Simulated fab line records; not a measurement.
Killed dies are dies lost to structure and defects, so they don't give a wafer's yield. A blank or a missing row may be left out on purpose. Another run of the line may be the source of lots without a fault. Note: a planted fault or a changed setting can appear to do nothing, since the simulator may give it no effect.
Matching of chambers :: flow n5 finfet :: N5_BEOL_M7_STRIP_67 on rie diel-03: 4 sister chambers
The step strips in CF4. 4 wafers are shown with their chamber, then 7 later ones without.

WAFERS PAIRED WITH THEIR CHAMBERS
wafer: L079.6
chamber: 1
showerhead plenum p Torr (Torr): 1.77

wafer: L081.3
chamber: 3
showerhead plenum p Torr (Torr): 1.84

wafer: L082.1
chamber: 2
showerhead plenum p Torr (Torr): 1.70

wafer: L082.3
chamber: 0
showerhead plenum p Torr (Torr): 1.88

WAFERS WHOSE CHAMBER IS MISSING
wafer: L082.4
showerhead plenum p Torr (Torr): 1.84

wafer: L084.1
showerhead plenum p Torr (Torr): 1.70

wafer: L084.2
showerhead plenum p Torr (Torr): 1.88

wafer: L084.4
showerhead plenum p Torr (Torr): 1.77

wafer: L096.1
showerhead plenum p Torr (Torr): 1.77

wafer: L096.2
showerhead plenum p Torr (Torr): 1.91

wafer: L096.3
showerhead plenum p Torr (Torr): 1.83

WHICH CHAMBER EACH WENT THROUGH
wafer: L082.4
from the rows above: 3
in truth: 3

wafer: L084.1
from the rows above: 2
in truth: 2

wafer: L084.2
from the rows above: 0
in truth: 0

wafer: L084.4
from the rows above: 1
in truth: 1

wafer: L096.1
from the rows above: 1
in truth: 1

wafer: L096.2
from the rows above: 0
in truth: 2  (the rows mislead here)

wafer: L096.3
from the rows above: 3
in truth: 3
6 of 7 placed correctly. From these rows, 0 cannot be placed. Wrongly placed: 1.
How it was worked out, from the rows above alone: a wafer's distance from a chamber is the root of the sum, over the readings, of the square of ((its reading less the chamber's mean) divided by the reading's scatter). If the next closest chamber is less than 2 further off than the closest, the wafer can't be placed; otherwise it belongs to the closest. The mean given for a chamber averages the wafers shown for that chamber. The scatter (one wafer shown for each chamber): square how far every hidden wafer sits from the nearest shown wafer, average those squares and take the square root.
